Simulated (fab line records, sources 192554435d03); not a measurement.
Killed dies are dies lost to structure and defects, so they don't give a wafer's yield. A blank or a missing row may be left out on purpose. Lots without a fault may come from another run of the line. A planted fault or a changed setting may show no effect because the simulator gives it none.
fab line records | flow n5_finfet
record lots=24 wafers=72 last_day=18
route steps=1938 shown WELL_APT@30 PMOS_HMC_CHANNEL_EPI@69 FIN_SAQP@100
lots that met no fault: from a run of the same line without faults
start_h: hours from the record's first day to the start of the lot's first wafer shown | wait_h: hours since the lot's step before | " the same as in the row above | L1.1+2: a row that stands for several wafers | - no value, or no start given | * or withheld: withheld | < > ~ a bound
route shown NAME@n: a module of which the file shows steps, and the number in the route of the first | usual: mean/standard deviation of fault-free wafers | same: alike in all rows | chamber/n: place in a boat | sites: the reading at each site | _std_site: their standard deviation | _edge_site: outer sites' mean less inner sites' | radius_mm: how far each site lies from the wafer's centre | mask NAME#n: copy n | behind: the tool/chamber that last shaped the wafer | hold: why the lot was held/for how many hours/how that ended | device: the transistor (n, p or np) that didn't switch | end of line: the same wafers' tests at the end of the route | a step without rows: its recipe alone | killed: dies lost to structure and defects at the first sort, not the wafer's yield | map: a wafer's dies, x killed, . not, _ none there
set.NAME: the setting as run; set.NAME@STEP: as run at that earlier step | model.NAME: the simulator's own value behind a step, which no gauge read
steps of the route over a sample of lots; a table a step, a row a wafer
services: from which hour (start_h, from the record's first day; less than 0 if before it) a tool's chamber was out of use, for how many hours, and why
## steps
# step N5_WELL_APT_INSPECT_10
# recipe mode=adi inspect_instrument=macro
# usual raw_defect_count=2.1/1.4
# columns lot.wafer tool chamber start_h wait_h raw_defect_count
L074.2 defect_inspect-01 - 13.87 0.0 2
L074.3 " - " " 3
L074.6 " - " " 2
L075.1 defect_inspect-01 - 19.61 0.0 3
L075.2 " - " " 2
L075.3 " - " " 3
L076.1 defect_inspect-01 - 25.74 0.0 1
L076.3 " - " " 4
L076.4 " - " " 2
L077.2 defect_inspect-02 - 32.27 0.0 3
L077.3 " - " " 2
L077.4 " - " " 3
L078.1 defect_inspect-02 - 37.61 0.0 1
L078.2 " - " " 2
L078.5 " - " " 3
L079.2 defect_inspect-01 - 43.76 0.0 2
L079.4 " - " " 1
L079.5 " - " " 2
L080.1 defect_inspect-02 - 49.72 0.0 1
L080.3 " - " " 5
L080.5 " - " " 1
L081.2 defect_inspect-01 - 55.88 0.0 2
L081.3 " - " " 1
L081.6 " - " " 1
L082.3 defect_inspect-01 - 61.74 0.0 2
L082.4 " - " " 1
L082.5 " - " " 2
L083.3 defect_inspect-02 - 67.91 0.0 2
L083.5 " - " " 2
L083.6 " - " " 2
L084.2 defect_inspect-01 - 73.92 0.0 0
L084.5 " - " " 2
L084.6 " - " " 1
L085.3 defect_inspect-02 - 79.82 0.0 1
L085.4 " - " " 3
L085.6 " - " " 4
L086.1 defect_inspect-01 - 85.73 0.0 2
L086.3 " - " " 0
L086.5 " - " " 4
L087.2 defect_inspect-02 - 91.96 0.0 0
L087.4 " - " " 1
L087.5 " - " " 3
L088.1 defect_inspect-01 - 97.74 0.0 2
L088.2 " - " " 0
L088.4 " - " " 4
L089.1 defect_inspect-02 - 103.84 0.0 1
L089.5 " - " " 1
L089.6 " - " " 6
L090.3 defect_inspect-01 - 110.00 0.0 1
L090.5 " - " " 1
L090.6 " - " " 2
L091.1 defect_inspect-01 - 115.94 0.0 2
L091.4 " - " " 2
L091.5 " - " " 3
L092.4 defect_inspect-02 - 121.68 0.0 1
L092.5 " - " " 0
L092.6 " - " " 3
L093.2 defect_inspect-01 - 127.80 0.0 1
L093.3 " - " " 4
L093.4 " - " " 0
L094.1 defect_inspect-02 - 133.78 0.0 2
L094.4 " - " " 3
L094.5 " - " " 2
L095.2 defect_inspect-02 - 140.00 0.0 2
L095.4 " - " " 2
L095.6 " - " " 3
L096.1 defect_inspect-02 - 145.92 0.0 3
L096.5 " - " " 5
L096.6 " - " " 2
L097.1 defect_inspect-01 - 151.89 0.0 0
L097.3 " - " " 1
L097.5 " - " " 1
# step N5_PMOS_HMC_CHANNEL_EPI_ETCH_32
# recipe chemistry=N2/H2 target=BARC stop_on=SiO2 target_depth_a=858 over_etch_frac=0.3 time_s=50.3 ion_energy_ev=200 mask_material=CAR-ArF-block pressure_mtorr=30 source_w=840 bias_w=150 n2_flow_sccm=200 h2_flow_sccm=200
# usual drypump_motor_current_A=5.7/0.4 n2_flow_sccm=199.9/0.69 oes_product_au=0.66/0.077 rf_vpp_V=524.0/2.3 showerhead_plenum_p_Torr=2.55/0.079 throttle_valve_pct=17.90/0.26
# same over_etch_frac=0.3
# columns lot.wafer tool chamber start_h wait_h drypump_motor_current_A n2_flow_sccm oes_product_au rf_hours_counter_h rf_vpp_V showerhead_plenum_p_Torr throttle_valve_pct
L074.2 rie_diel-04 2 17.52 0.0 6.5 200.1 0.58 242 521.7 2.51 18.29
L074.3 " 3 " " 5.1 200.4 0.67 132 524.2 2.56 18.20
L074.6 " 1 " " 5.9 198.9 0.62 - 525.2 2.65 17.85
L075.1 rie_diel-05 0 23.50 0.0 6.0 200.5 0.65 149 525.4 2.65 18.20
L075.2 " 3 " " 5.6 200.5 0.77 36 522.6 2.49 17.47
L075.3 " 2 " " 5.1 200.8 0.86 0 525.6 2.60 17.53
L076.1 rie_diel-05 3 30.02 0.0 5.6 199.4 0.77 38 522.5 2.49 17.50
L076.3 " 1 " " 5.5 199.3 0.64 141 520.6 2.44 17.97
L076.4 " 0 " " 6.0 199.9 0.66 151 528.2 2.65 18.23
L077.2 rie_diel-05 2 36.30 0.0 5.1 200.0 0.84 4 524.7 2.59 17.57
L077.3 " 3 " " 5.7 201.5 0.77 40 522.5 2.49 17.48
L077.4 " 1 " " 5.5 200.5 0.63 143 520.2 2.44 18.00
L078.1 rie_diel-06 0 41.32 0.0 5.7 199.5 0.62 200 525.4 2.64 17.78
L078.2 " 2 " " 5.9 200.6 0.65 158 527.9 2.64 17.83
L078.5 " 0 " " 5.7 199.8 0.62 - 527.7 2.64 17.78
L079.2 rie_diel-05 2 47.48 0.0 5.1 199.9 0.82 7 527.4 2.59 17.57
L079.4 " 3 " " 5.7 198.5 0.75 43 521.4 2.49 17.47
L079.5 " 1 " " 5.5 199.2 0.64 - 521.4 2.44 17.99
L080.1 rie_diel-04 2 53.25 0.0 6.5 201.0 0.57 256 523.4 2.50 18.32
L080.3 " 1 " " 5.9 199.9 0.61 183 526.8 2.64 17.86
L080.5 " 2 " " 6.5 200.4 0.58 - 521.8 2.50 18.34
L081.2 rie_diel-04 0 59.65 0.0 5.6 200.2 0.77 15 522.7 2.50 17.81
L081.3 " 2 " " 6.5 199.9 0.57 259 522.3 2.50 18.31
L081.6 " 2 " " 6.6 199.7 0.57 - 522.8 2.50 18.33
L082.3 rie_diel-05 3 65.69 0.0 5.6 199.1 0.75 50 522.0 2.48 17.48
L082.4 " 0 " " 6.0 200.6 0.64 162 525.5 2.64 18.24
L082.5 " 0 " " 6.0 200.5 0.64 - 525.3 2.64 18.23
L083.3 rie_diel-04 0 71.65 0.0 5.6 200.0 0.77 21 523.0 2.50 17.81
L083.5 " 1 " " 5.9 199.7 0.61 - 525.5 2.64 17.89
L083.6 " 2 " " 6.6 199.5 0.57 - 523.4 2.50 18.34
L084.2 rie_diel-04 2 78.60 0.0 6.5 200.0 0.57 268 522.8 2.50 18.35
L084.5 " 1 " " 5.9 199.5 0.60 - 525.8 2.63 17.89
L084.6 " 2 " " 6.5 199.6 0.57 - 523.4 2.49 18.34
L085.3 rie_diel-05 2 84.27 0.0 5.1 200.3 0.79 19 524.8 2.59 17.56
L085.4 " 3 " " 5.7 199.7 0.74 - 520.3 2.48 17.51
L085.6 " 0 " " 5.9 200.8 0.63 - 526.9 2.64 18.26
L086.1 rie_diel-06 0 89.91 0.0 5.7 200.3 0.61 214 525.9 2.63 17.81
L086.3 " 2 " " 5.9 200.9 0.63 173 528.0 2.64 17.85
L086.5 " 0 " " 5.7 200.2 0.62 - 524.8 2.63 17.80
L087.2 rie_diel-05 0 95.38 0.0 6.0 199.6 0.64 171 526.6 2.64 18.26
L087.4 " 3 " " 5.6 199.4 0.73 60 521.9 2.48 17.51
L087.5 " 2 " " 5.1 199.8 0.78 - 527.6 2.58 17.59
L088.1 rie_diel-04 0 102.01 0.0 5.6 199.7 0.75 32 521.8 2.49 17.85
L088.2 " 1 " " 5.9 200.1 0.60 204 525.8 2.63 17.91
L088.4 " 1 " " 5.9 200.6 0.59 - 525.6 2.63 17.91
L089.1 rie_diel-06 1 107.62 0.0 5.8 200.1 0.64 129 519.9 2.44 17.94
L089.5 " 3 " " 5.2 200.4 0.67 - 527.0 2.65 17.57
L089.6 " 0 " " 5.8 200.2 0.61 - 525.7 2.63 17.82
L090.3 rie_diel-05 2 113.70 0.0 5.1 199.3 0.76 30 525.5 2.58 17.59
L090.5 " 2 " " 5.1 198.2 0.77 - 524.8 2.58 17.59
L090.6 " 1 " " 5.5 199.3 0.62 - 519.9 2.43 18.01
L091.1 rie_diel-04 2 120.30 0.0 6.5 201.2 0.56 285 522.0 2.49 18.37
L091.4 " 0 " " 5.6 200.5 0.73 - 523.3 2.49 17.85
L091.5 " 1 " " 5.9 200.1 0.59 - 527.6 2.63 17.91
L092.4 rie_diel-05 1 125.64 0.0 5.5 199.6 0.62 168 521.4 2.43 18.01
L092.5 " 2 " " 5.1 198.9 0.76 - 525.7 2.58 17.59
L092.6 " 1 " " 5.5 199.4 0.62 - 520.9 2.43 18.03
L093.2 rie_diel-06 1 131.49 0.0 5.8 200.2 0.64 137 521.0 2.44 17.92
L093.3 " 0 " " 5.7 199.5 0.61 227 526.5 2.63 17.84
L093.4 " 2 " " 5.9 200.3 0.63 185 527.1 2.63 17.88
L094.1 rie_diel-04 1 137.56 0.0 5.9 200.4 0.59 219 526.0 2.62 17.92
L094.4 " 1 " " 5.9 200.2 0.59 - 525.9 2.62 17.93
L094.5 " 0 " " 5.6 199.5 0.73 - 522.4 2.49 17.87
L095.2 rie_diel-04 0 144.46 0.0 5.6 199.2 0.72 49 521.3 2.49 17.87
L095.4 " 0 " " 5.6 199.1 0.72 - 521.6 2.49 17.87
L095.6 " 1 " " 5.9 199.9 0.59 - 525.7 2.62 17.93
L096.1 rie_diel-06 2 149.88 0.0 6.0 198.5 0.62 192 527.0 2.63 17.88
L096.5 " 2 " " 5.9 200.1 0.62 - 527.2 2.63 17.89
L096.6 " 3 " " 5.2 200.1 0.65 - 527.6 2.65 17.62
L097.1 rie_diel-06 0 155.34 0.0 5.8 200.2 0.60 234 526.2 2.62 17.85
L097.3 " 2 " " 5.9 200.6 0.62 193 526.8 2.63 17.88
L097.5 " 2 " " 5.9 199.9 0.61 - 526.1 2.63 17.88
# step N5_FIN_SAQP_PECVD_06
# recipe material=a-Si target_thk_a=600 temp_c=400 precursor=SiH4/He pressure_torr=3 rf_w=100 time_s=48.1
# usual heater_power_w=832/88 showerhead_plenum_p_Torr=5.67/0.04 throttle_valve_pct=18.6/0.76
# columns lot.wafer tool chamber start_h wait_h heater_power_w showerhead_plenum_p_Torr since_wet_clean_h throttle_valve_pct
L074.2 pecvd-04 0 21.73 0.0 755 5.64 907 18.6
L074.3 " 1 " " 897 5.67 1632 18.4
L074.6 " 0 " " 760 5.65 - 18.7
L075.1 pecvd-03 2 27.36 0.0 668 5.72 340 17.5
L075.2 " 1 " " 801 5.72 1819 17.8
L075.3 " 0 " " 725 5.69 1094 20.0
L076.1 pecvd-04 2 34.05 0.0 937 5.61 165 17.8
L076.3 " 0 " " 826 5.64 919 18.8
L076.4 " 0 " " 805 5.64 - 18.9
L077.2 pecvd-03 2 40.23 0.0 721 5.71 353 17.6
L077.3 " 1 " " 921 5.72 1832 18.0
L077.4 " 1 " " 954 5.70 - 17.9
L078.1 pecvd-04 0 44.84 0.0 796 5.66 930 18.7
L078.2 " 2 " " 956 5.60 176 18.3
L078.5 " 0 " " 820 5.66 - 18.7
L079.2 pecvd-01 0 51.06 0.0 885 5.62 574 17.7
L079.4 " 2 " " 696 5.65 - 19.1
L079.5 " 1 " " 872 5.67 - 19.0
L080.1 pecvd-03 1 57.36 0.0 847 5.73 1849 18.0
L080.3 " 0 " " 746 5.70 1124 19.9
L080.5 " 1 " " 848 5.73 - 18.0
L081.2 pecvd-01 2 63.12 0.0 742 5.66 2036 19.0
L081.3 " 1 " " 910 5.67 1311 19.1
L081.6 " 1 " " 926 5.68 - 18.6
L082.3 pecvd-04 2 69.13 0.0 951 5.60 200 18.0
L082.4 " 0 " " 810 5.66 - 18.7
L082.5 " 2 " " 932 5.61 - 18.2
L083.3 pecvd-03 1 75.47 0.0 884 5.71 1867 18.2
L083.5 " 2 " " 765 5.71 - 17.8
L083.6 " 0 " " 800 5.70 - 20.2
L084.2 pecvd-04 2 82.18 0.0 885 5.60 213 18.2
L084.5 " 0 " " 757 5.65 - 19.0
L084.6 " 2 " " 876 5.61 - 18.0
L085.3 pecvd-03 1 89.73 0.0 812 5.70 1881 18.2
L085.4 " 0 " " 822 5.69 - 20.1
L085.6 " 2 " " 756 5.72 - 17.7
L086.1 pecvd-04 1 93.77 0.0 871 5.65 1704 18.4
L086.3 " 2 " " 884 5.60 225 18.0
L086.5 " 0 " " 827 5.65 - 18.9
L087.2 pecvd-03 1 99.12 0.0 945 5.72 1891 18.2
L087.4 " 2 " " 761 5.73 - 18.0
L087.5 " 0 " " 794 5.71 - 20.5
L088.1 pecvd-01 1 105.47 0.0 948 5.69 1353 18.6
L088.2 " 2 " " 757 5.65 2078 19.4
L088.4 " 2 " " 753 5.63 - 19.0
L089.1 pecvd-04 0 112.15 0.0 832 5.65 997 18.5
L089.5 " 2 " " 905 5.60 - 17.9
L089.6 " 1 " " 811 5.64 - 18.5
L090.3 pecvd-01 0 117.44 0.0 936 5.63 640 17.8
L090.5 " 2 " " 730 5.64 - 19.2
L090.6 " 1 " " 837 5.67 - 18.9
L091.1 pecvd-01 2 124.47 0.0 653 5.66 2097 19.2
L091.4 " 0 " " 927 5.62 - 17.7
L091.5 " 1 " " 979 5.68 - 18.8
L092.4 pecvd-01 0 129.14 0.0 819 5.63 - 17.8
L092.5 " 1 " " 888 5.68 - 19.0
L092.6 " 2 " " 747 5.65 - 19.3
L093.2 pecvd-03 0 134.94 0.0 675 5.72 1201 20.1
L093.3 " 2 " " 773 5.71 447 17.8
L093.4 " 2 " " 754 5.72 - 17.9
L094.1 pecvd-01 1 141.03 0.0 967 5.69 1389 18.8
L094.4 " 1 " " 977 5.68 - 18.7
L094.5 " 2 " " 682 5.66 - 19.1
L095.2 pecvd-04 2 148.12 0.0 855 5.60 279 18.3
L095.4 " 0 " " 809 5.66 - 18.9
L095.6 " 1 " " 916 5.68 - 18.8
L096.1 pecvd-01 2 154.36 0.0 725 5.65 2127 19.1
L096.5 " 2 " " 750 5.64 - 19.0
L096.6 " 1 " " 993 5.68 - 19.0
L097.1 pecvd-03 2 158.98 0.0 755 5.72 471 17.8
L097.3 " 0 " " 706 5.69 1225 20.0
L097.5 " 0 " " 685 5.70 - 20.3
# step N5_FIN_SAQP_MANDREL_ETCH_22
# recipe target_depth_a=600 chemistry=HBr/Cl2 target=a-Si stop_on=SiNx bt_time_s=10 over_etch_frac=0.5 time_s=30 pressure_mtorr=10 icp_w=800 bias_w=75 HBr_flow_sccm=150 Cl2_flow_sccm=80 ends=end_point
# usual HBr_flow_sccm=150.0/0.43 drypump_motor_current_A=5.6/0.49 mfc_cl2_sccm=80.02/0.27 oes_product_au=0.763/0.013 throttle_valve_pct=35.38/0.2
# same over_etch_frac=0.5
# columns lot.wafer tool chamber start_h wait_h HBr_flow_sccm drypump_motor_current_A mfc_cl2_sccm oes_product_au rf_hours_counter_h throttle_valve_pct
L074.2 rie_si-06 3 22.73 0.0 150.6 5.6 80.17 0.782 1 35.87
L074.3 " 1 " " 149.4 4.7 80.09 0.767 131 35.26
L074.6 " 2 " " 149.6 6.1 80.03 0.779 - 35.40
L075.1 rie_si-03 0 28.31 0.0 150.1 6.2 80.34 0.762 127 35.42
L075.2 " 3 " " 149.4 5.9 80.07 0.747 15 35.35
L075.3 " 1 " " 149.8 5.4 79.80 0.780 9 35.32
L076.1 rie_si-05 0 34.88 0.0 148.8 4.9 80.13 0.773 6 35.20
L076.3 " 3 " " 150.5 5.6 79.92 0.754 162 35.40
L076.4 " 1 " " 150.2 5.9 80.18 0.784 86 35.40
L077.2 rie_si-05 3 41.19 0.0 150.2 5.6 80.13 0.756 162 35.39
L077.3 " 2 " " 150.0 5.4 79.82 0.742 141 35.33
L077.4 " 0 " " 150.4 4.9 80.07 0.773 6 35.23
L078.1 rie_si-05 0 46.08 0.0 149.2 4.9 79.83 0.778 6 35.20
L078.2 " 3 " " 149.7 5.6 80.38 0.745 162 35.39
L078.5 " 3 " " 149.6 5.7 80.28 0.766 - 35.36
L079.2 rie_si-06 1 52.02 0.0 149.9 4.7 79.55 0.758 131 35.28
L079.4 " 3 " " 150.2 5.7 79.89 0.765 2 35.87
L079.5 " 1 " " 150.1 4.7 79.53 0.764 - 35.25
L080.1 rie_si-05 1 58.47 0.0 149.9 5.9 80.32 0.773 87 35.42
L080.3 " 2 " " 150.4 5.4 79.28 0.755 141 35.33
L080.5 " 3 " " 149.8 5.7 80.23 0.760 - 35.39
L081.2 rie_si-05 0 63.99 0.0 150.5 4.9 80.36 0.772 6 35.22
L081.3 " 1 " " 149.6 5.9 80.28 0.768 87 35.45
L081.6 " 2 " " 150.1 5.4 79.74 0.746 - 35.33
L082.3 rie_si-06 0 70.09 0.0 149.2 6.2 80.12 0.753 16 35.16
L082.4 " 3 " " 149.6 5.7 80.01 0.779 2 35.87
L082.5 " 3 " " 150.5 5.6 80.20 0.770 - 35.86
L083.3 rie_si-06 2 76.67 0.0 149.6 6.1 80.08 0.771 81 35.43
L083.5 " 0 " " 150.9 6.2 80.24 0.759 - 35.15
L083.6 " 1 " " 149.9 4.7 80.01 0.786 - 35.25
L084.2 rie_si-05 2 83.86 0.0 150.3 5.4 80.19 0.731 142 35.35
L084.5 " 1 " " 150.3 5.9 79.86 0.780 - 35.41
L084.6 " 0 " " 149.9 4.9 80.16 0.778 - 35.20
L085.3 rie_si-06 3 91.02 0.0 149.8 5.6 79.78 0.775 2 35.87
L085.4 " 1 " " 149.4 4.7 79.83 0.786 132 35.23
L085.6 " 2 " " 149.9 6.1 80.53 0.776 - 35.41
L086.1 rie_si-03 0 94.90 0.0 150.1 6.2 79.95 0.756 128 35.42
L086.3 " 1 " " 149.4 5.4 79.94 0.778 11 35.33
L086.5 " 1 " " 149.8 5.4 80.09 0.781 - 35.31
L087.2 rie_si-05 3 100.07 0.0 149.6 5.6 80.18 0.744 163 35.39
L087.4 " 2 " " 150.5 5.4 79.95 0.738 142 35.34
L087.5 " 3 " " 150.1 5.6 79.70 0.754 - 35.37
L088.1 rie_si-05 0 106.44 0.0 150.3 4.9 79.90 0.767 7 35.21
L088.2 " 3 " " 149.7 5.7 79.98 0.741 164 35.38
L088.4 " 2 " " 150.1 5.4 80.21 0.734 142 35.33
L089.1 rie_si-06 3 113.48 0.0 148.9 5.7 80.15 0.766 3 35.90
L089.5 " 2 " " 149.1 6.1 80.17 0.776 - 35.42
L089.6 " 3 " " 149.7 5.7 80.27 0.773 - 35.89
L090.3 rie_si-06 1 118.40 0.0 149.7 4.7 79.91 0.768 133 35.27
L090.5 " 3 " " 150.1 5.7 80.06 0.779 - 35.87
L090.6 " 0 " " 149.8 6.2 79.80 0.762 - 35.17
L091.1 rie_si-05 1 125.55 0.0 150.0 5.9 80.18 0.779 88 35.44
L091.4 " 2 " " 150.2 5.4 79.83 0.741 143 35.34
L091.5 " 0 " " 150.4 4.9 79.60 0.775 - 35.21
L092.4 rie_si-06 3 130.07 0.0 150.0 5.6 79.87 0.774 3 35.88
L092.5 " 1 " " 149.7 4.7 80.26 0.768 - 35.25
L092.6 " 2 " " 150.6 6.1 79.91 0.759 - 35.43
L093.2 rie_si-05 2 135.90 0.0 149.6 5.4 80.45 0.741 143 35.35
L093.3 " 0 " " 149.7 4.9 80.43 0.771 8 35.21
L093.4 " 1 " " 150.0 5.9 80.30 0.784 - 35.41
L094.1 rie_si-05 1 142.83 0.0 149.7 5.9 79.71 0.779 88 35.43
L094.4 " 2 " " 150.0 5.4 80.26 0.744 - 35.33
L094.5 " 0 " " 150.4 4.9 79.59 0.770 - 35.21
L095.2 rie_si-06 1 149.07 0.0 149.9 4.7 79.78 0.761 133 35.28
L095.4 " 3 " " 150.4 5.6 79.84 0.782 4 35.87
L095.6 " 0 " " 149.2 6.3 79.74 0.760 - 35.14
L096.1 rie_si-06 2 155.31 0.0 150.0 6.1 80.22 0.758 83 35.45
L096.5 " 2 " " 149.7 6.1 80.29 0.763 - 35.43
L096.6 " 3 " " 149.6 5.6 80.47 0.766 - 35.90
L097.1 rie_si-05 3 159.93 0.0 150.0 5.7 79.75 0.739 164 35.41
L097.3 " 2 " " 150.3 5.4 79.55 0.736 143 35.37
L097.5 " 2 " " 149.8 5.4 79.52 0.743 - 35.34
# step N5_FIN_SAQP_SPACER1_ALD_24
# recipe material=SiO2 target_thk_a=203 temp_c=300 ald_precursor_family=BDEAS ald_co_reactant=O2-plasma pulse_time_s=1 purge_time_s=2 co_reactant_purge_time_s=2 ald_cycles=218 pressure_torr=2
# usual heater_power_w=481/45 precursor_pulse_height_rel=0.997/0.02
# same co_reactant_purge_time_s=2
# columns lot.wafer tool chamber start_h wait_h heater_power_w precursor_pulse_height_rel since_wet_clean_h
L074.2 ald_sin-02 0 24.98 1.1 510 0.954 122
L074.3 " 1 " " 467 1.011 122
L074.6 " 2 " " 483 0.992 -
L075.1 ald_sin-03 0 29.14 0.3 510 0.978 308
L075.2 " 1 " " 495 0.986 308
L075.3 " 3 " " 493 1.011 308
L076.1 ald_sin-02 0 35.69 0.3 505 1.019 132
L076.3 " 3 " " 435 1.003 132
L076.4 " 2 " " 504 1.043 132
L077.2 ald_sin-01 2 41.99 0.3 386 0.979 34
L077.3 " 0 " " 547 0.976 34
L077.4 " 3 " " 426 0.996 34
L078.1 ald_sin-02 3 47.13 0.5 426 0.972 144
L078.2 " 1 " " 463 1.019 144
L078.5 " 1 " " 452 0.990 -
L079.2 ald_sin-02 1 53.35 0.8 453 1.025 150
L079.4 " 3 " " 420 1.022 150
L079.5 " 2 " " 488 0.997 -
L080.1 ald_sin-01 3 59.80 0.7 419 1.016 52
L080.3 " 1 " " 549 0.972 52
L080.5 " 0 " " 541 0.991 -
L081.2 ald_sin-01 3 64.85 0.3 426 1.022 57
L081.3 " 0 " " 544 0.989 57
L081.6 " 1 " " 560 0.996 -
L082.3 ald_sin-02 3 71.06 0.2 432 1.032 168
L082.4 " 0 " " 489 0.994 168
L082.5 " 2 " " 473 1.018 -
L083.3 ald_sin-01 0 77.79 0.4 544 1.017 70
L083.5 " 0 " " 540 0.947 -
L083.6 " 3 " " 419 1.006 -
L084.2 ald_sin-02 2 84.74 0.3 499 0.992 181
L084.5 " 3 " " 445 0.981 -
L084.6 " 2 " " 486 0.973 -
L085.3 ald_sin-01 3 92.39 0.7 428 0.984 85
L085.4 " 2 " " 382 0.991 85
L085.6 " 1 " " 566 1.008 -
L086.1 ald_sin-01 0 95.97 0.3 549 1.017 88
L086.3 " 2 " " 403 0.980 88
L086.5 " 1 " " 560 0.972 -
L087.2 ald_sin-01 1 101.04 0.4 561 0.997 93
L087.4 " 2 " " 404 0.999 93
L087.5 " 2 " " 406 0.958 -
L088.1 ald_sin-02 2 107.25 0.3 485 1.015 204
L088.2 " 1 " " 470 0.971 204
L088.4 " 3 " " 446 0.979 204
L089.1 ald_sin-02 3 114.28 0.3 452 0.984 211
L089.5 " 2 " " 495 0.985 -
L089.6 " 3 " " 433 1.023 -
L090.3 ald_sin-03 3 119.20 0.1 467 0.983 20
L090.5 " 2 " " 507 0.998 -
L090.6 " 3 " " 480 1.001 -
L091.1 ald_sin-02 2 126.36 0.3 497 1.025 223
L091.4 " 1 " " 459 1.051 223
L091.5 " 0 " " 510 1.005 -
L092.4 ald_sin-02 1 130.88 0.1 463 1.026 228
L092.5 " 1 " " 477 1.011 -
L092.6 " 2 " " 500 0.976 -
L093.2 ald_sin-03 2 136.70 0.3 508 1.036 38
L093.3 " 1 " " 486 1.012 38
L093.4 " 3 " " 479 1.029 38
L094.1 ald_sin-03 2 143.63 0.3 499 1.010 45
L094.4 " 1 " " 479 0.980 45
L094.5 " 0 " " 489 1.013 -
L095.2 ald_sin-03 2 150.63 1.0 506 0.994 52
L095.4 " 0 " " 491 1.017 52
L095.6 " 3 " " 468 1.007 -
L096.1 ald_sin-03 0 156.12 0.3 508 1.004 57
L096.5 " 2 " " 504 0.952 -
L096.6 " 3 " " 464 0.972 -
L097.1 ald_sin-01 1 160.79 0.3 567 1.000 153
L097.3 " 0 " " 534 1.026 153
L097.5 " 3 " " 446 1.001 -
# step N5_FIN_SAQP_SPACER2_ALD_28
# recipe material=SiO2 target_thk_a=81 temp_c=300 ald_precursor_family=BDEAS ald_co_reactant=O2-plasma pulse_time_s=1 purge_time_s=2 co_reactant_purge_time_s=2 pressure_torr=2
# usual heater_power_w=480/43 precursor_pulse_height_rel=1.001/0.02
# same co_reactant_purge_time_s=2
# columns lot.wafer tool chamber start_h wait_h heater_power_w precursor_pulse_height_rel since_wet_clean_h
L074.2 ald_sin-02 2 28.14 0.9 485 1.052 125
L074.3 " 1 " " 464 0.996 125
L074.6 " 3 " " 435 1.016 -
L075.1 ald_sin-02 2 31.08 0.1 492 1.018 128
L075.2 " 0 " " 505 1.001 128
L075.3 " 3 " " 427 1.012 128
L076.1 ald_sin-01 1 37.62 0.1 559 0.955 30
L076.3 " 2 " " 402 1.033 30
L076.4 " 0 " " 553 0.981 30
L077.2 ald_sin-01 1 44.17 0.1 545 0.990 36
L077.3 " 3 " " 420 1.029 36
L077.4 " 0 " " 555 1.039 36
L078.1 ald_sin-01 3 49.35 0.2 419 0.989 42
L078.2 " 2 " " 394 0.982 42
L078.5 " 1 " " 558 1.009 -
L079.2 ald_sin-01 2 55.78 0.1 398 1.020 48
L079.4 " 0 " " 542 1.034 48
L079.5 " 3 " " 430 0.994 -
L080.1 ald_sin-03 2 61.78 0.1 474 1.022 341
L080.3 " 3 " " 498 1.005 341
L080.5 " 1 " " 497 0.998 -
L081.2 ald_sin-03 0 67.35 0.1 502 0.994 346
L081.3 " 2 " " 487 0.996 346
L081.6 " 2 " " 478 0.998 -
L082.3 ald_sin-01 2 73.59 0.4 395 0.992 66
L082.4 " 3 " " 423 0.970 66
L082.5 " 2 " " 390 1.007 -
L083.3 ald_sin-02 3 79.97 0.1 436 1.014 177
L083.5 " 3 " " 432 0.970 -
L083.6 " 0 " " 503 1.031 -
L084.2 ald_sin-02 0 88.74 1.8 500 0.973 185
L084.5 " 1 " " 464 1.019 -
L084.6 " 0 " " 501 0.976 -
L085.3 ald_sin-02 0 95.34 0.9 506 0.986 192
L085.4 " 3 " " 434 1.043 192
L085.6 " 2 " " 488 0.997 -
L086.1 ald_sin-01 0 97.91 0.1 538 1.009 90
L086.3 " 3 " " 419 1.002 90
L086.5 " 0 " " 548 0.985 -
L087.2 ald_sin-03 1 103.12 0.1 483 0.989 4
L087.4 " 2 " " 507 0.944 -
L087.5 " 0 " " 487 0.977 -
L088.1 ald_sin-02 1 109.19 0.1 471 0.999 206
L088.2 " 3 " " 436 0.993 206
L088.4 " 3 " " 433 1.009 -
L089.1 ald_sin-03 2 116.22 0.1 499 1.015 17
L089.5 " 2 " " 508 1.010 -
L089.6 " 3 " " 461 0.978 -
L090.3 ald_sin-03 1 121.36 0.1 478 1.021 22
L090.5 " 0 " " 499 1.024 -
L090.6 " 3 " " 469 0.985 -
L091.1 ald_sin-02 2 128.30 0.1 488 0.985 225
L091.4 " 3 " " 438 0.965 225
L091.5 " 3 " " 437 0.958 -
L092.4 ald_sin-02 1 133.10 0.3 459 1.002 230
L092.5 " 3 " " 439 0.971 -
L092.6 " 2 " " 485 0.992 -
L093.2 ald_sin-03 1 138.75 0.1 484 0.993 40
L093.3 " 2 " " 511 0.980 40
L093.4 " 3 " " 466 1.010 40
L094.1 ald_sin-01 3 146.92 0.7 424 1.021 139
L094.4 " 2 " " 401 0.962 -
L094.5 " 1 " " 571 1.025 -
L095.2 ald_sin-03 0 153.36 0.9 498 1.012 54
L095.4 " 1 " " 486 0.996 54
L095.6 " 1 " " 497 0.971 -
L096.1 ald_sin-03 0 158.06 0.1 495 1.018 59
L096.5 " 2 " " 501 1.007 -
L096.6 " 3 " " 471 0.997 -
L097.1 ald_sin-03 2 162.92 0.1 516 0.964 64
L097.3 " 3 " " 477 1.015 64
L097.5 " 2 " " 508 1.000 -
## services
# columns tool chamber start_h hours kind
ald_sin-01 - -6.25 14.0 pm
rie_diel-05 1 -5.24 9.4 repair
rie_si-06 0 -0.21 8.7 repair
ald_sin-03 2 4.52 7.2 repair
ald_sin-02 0 8.67 4.5 repair
rie_diel-04 - 11.16 2.8 pm
ald_sin-03 0 11.34 6.1 repair
rie_diel-04 0 14.81 8.2 repair
rie_diel-04 3 21.27 132.0 repair
rie_si-06 - 23.32 0.2 repair
ald_sin-03 0 23.86 1.5 repair
ald_sin-03 - 47.30 2.8 pm
ald_sin-02 0 83.73 3.5 repair
ald_sin-03 - 85.25 14.0 pm
rie_diel-04 0 85.45 2.4 repair
rie_si-06 2 92.58 2.7 repair
ald_sin-03 3 101.40 10.0 repair
rie_diel-05 0 105.22 2.4 repair
ald_sin-02 0 108.34 6.2 repair
ald_sin-03 0 108.39 8.2 repair
rie_si-05 3 127.80 16.1 repair
ald_sin-02 - 141.74 6.1 pm
rie_diel-05 0 149.24 2.4 repair
rie_si-05 2 153.96 3.4 repair
## key
fault none
